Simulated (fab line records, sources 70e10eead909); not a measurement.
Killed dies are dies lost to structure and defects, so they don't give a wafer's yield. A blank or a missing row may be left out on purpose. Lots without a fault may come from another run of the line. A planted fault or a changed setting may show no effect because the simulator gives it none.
Chamber matching | flow nand_harc | NHARC_A_BLC_ALD_23 on ald_metal-04: 4 sister chambers
The step deposits TiN, target thk 3 nm, pulse time 1 s, ald cycles 150. 20 wafers are shown with their chamber, then 10 later ones without.

WAFERS WITH THEIR CHAMBER
wafer  | chamber | heater_power_w (W) | precursor_pulse_height_rel
L075.1 | 1       | 1029               | 0.993
L075.4 | 0       | 1152               | 0.982
L075.5 | 1       | 1004               | 0.984
L081.1 | 0       | 1126               | 1.006
L081.3 | 1       | 1013               | 1.024
L081.4 | 2       | 1080               | 1.016
L081.2 | 2       | 1073               | 1.029
L081.5 | 1       | 1010               | 1.038
L081.6 | 0       | 1165               | 1.002
L085.1 | 1       | 986                | 1.000
L085.4 | 3       | 1089               | 0.982
L085.5 | 0       | 1139               | 1.006
L085.2 | 0       | 1153               | 0.989
L085.3 | 2       | 1067               | 0.986
L085.6 | 3       | 1093               | 0.982
L090.1 | 2       | 1058               | 1.019
L090.5 | 1       | 958                | 1.009
L090.6 | 2       | 1087               | 0.968
L091.3 | 2       | 1039               | 0.975
L091.4 | 0       | 1136               | 1.004

SIGNATURES (means of the wafers above)
reading                    | chamber 0 | chamber 1 | chamber 2 | chamber 3 | scatter within a chamber
heater_power_w             | 1145.17   | 1000.00   | 1067.33   | 1091.00   | 18.6
precursor_pulse_height_rel | 0.99817   | 1.00800   | 0.99883   | 0.98200   | 0.0191
Rule: a wafer's distance from a chamber is the root of the sum, over the readings, of the square of ((its reading less the chamber's mean) divided by the reading's scatter). The wafer belongs to the nearest chamber; if the next one is less than 2 further off, it can't be placed. The scatter: the root of (the sum of the squares of (reading less its chamber's mean) over the shown wafers, divided by (wafers less chambers)).

WAFERS WITHOUT THEIR CHAMBER
wafer  | heater_power_w (W) | precursor_pulse_height_rel
L091.6 | 1106               | 0.966
L092.1 | 1114               | 1.001
L092.3 | 1190               | 1.022
L092.6 | 967                | 1.014
L094.4 | 970                | 0.974
L094.5 | 1128               | 0.997
L094.6 | 1049               | 0.976
L097.2 | 980                | 0.983
L097.3 | 1202               | 0.991
L097.5 | 1117               | 0.987

WHICH CHAMBER EACH WENT THROUGH
wafer  | from the rows above          | in truth
L091.6 | can't be placed: 3 or 0 or 2 | 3
L092.1 | can't be placed: 3 or 0 or 2 | 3
L092.3 | 0                            | 0
L092.6 | 1                            | 1
L094.4 | 1                            | 1
L094.5 | can't be placed: 0 or 3      | 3
L094.6 | can't be placed: 2 or 3 or 1 | 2
L097.2 | 1                            | 1
L097.3 | 0                            | 0
L097.5 | can't be placed: 3 or 0 or 2 | 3
Placed correctly: 5 of 10. Can't be placed from these rows: 5 (the true chamber is among the candidates in 5). Placed wrongly: 0.
